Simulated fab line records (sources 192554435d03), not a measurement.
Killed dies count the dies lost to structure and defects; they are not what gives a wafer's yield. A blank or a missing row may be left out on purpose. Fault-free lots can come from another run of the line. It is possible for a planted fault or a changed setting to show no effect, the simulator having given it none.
Chamber matching	flow n5Finfet	cmp-01 running N5_MOL_CONTACT_COAG_CMP_28: 4 sister chambers
The step polishes, stops on SiNx, t overpolish 0.85 s, target thk 14.522 nm. 4 wafers are shown with their chamber, then 10 later ones without.

== WAFERS, EACH WITH ITS CHAMBER ==
wafer	chamber	motorCurrentA (A)
L088.4	1	10.8
L088.5	2	12.9
L089.2	3	13.9
L089.4	0	10.7

== WAFERS MISSING THEIR CHAMBER ==
wafer	motorCurrentA (A)
L089.5	13.3
L093.2	10.7
L093.4	12.6
L093.6	12.9
L096.1	10.1
L096.4	13.4
L096.6	12.8
L097.2	11.1
L097.5	13.5
L097.6	9.8

== WHICH CHAMBER EACH ONE RAN IN ==
wafer	from the rows above	in truth
L089.5	can't be placed: 2 or 3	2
L093.2	can't be placed: 0 or 1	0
L093.4	2	2
L093.6	2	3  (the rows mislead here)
L096.1	can't be placed: 0 or 1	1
L096.4	can't be placed: 2 or 3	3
L096.6	2	2
L097.2	can't be placed: 1 or 0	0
L097.5	can't be placed: 3 or 2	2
L097.6	can't be placed: 0 or 1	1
Correctly placed: 2 of 10. Unplaceable from these rows: 7, with the true chamber sitting among the candidates in 7. Number placed wrongly: 1.
How it was worked out, from the rows above alone: a wafer's distance from a chamber is the root of the sum, over the readings, of the square of ((its reading less the chamber's mean) divided by the reading's scatter). If the next closest chamber is less than 2 further off than the closest, the wafer can't be placed; otherwise it belongs to the closest. A chamber's mean is the mean of its shown wafers. The scatter: root of mean squared gap, hidden wafer to nearest shown wafer, with one shown wafer a chamber.
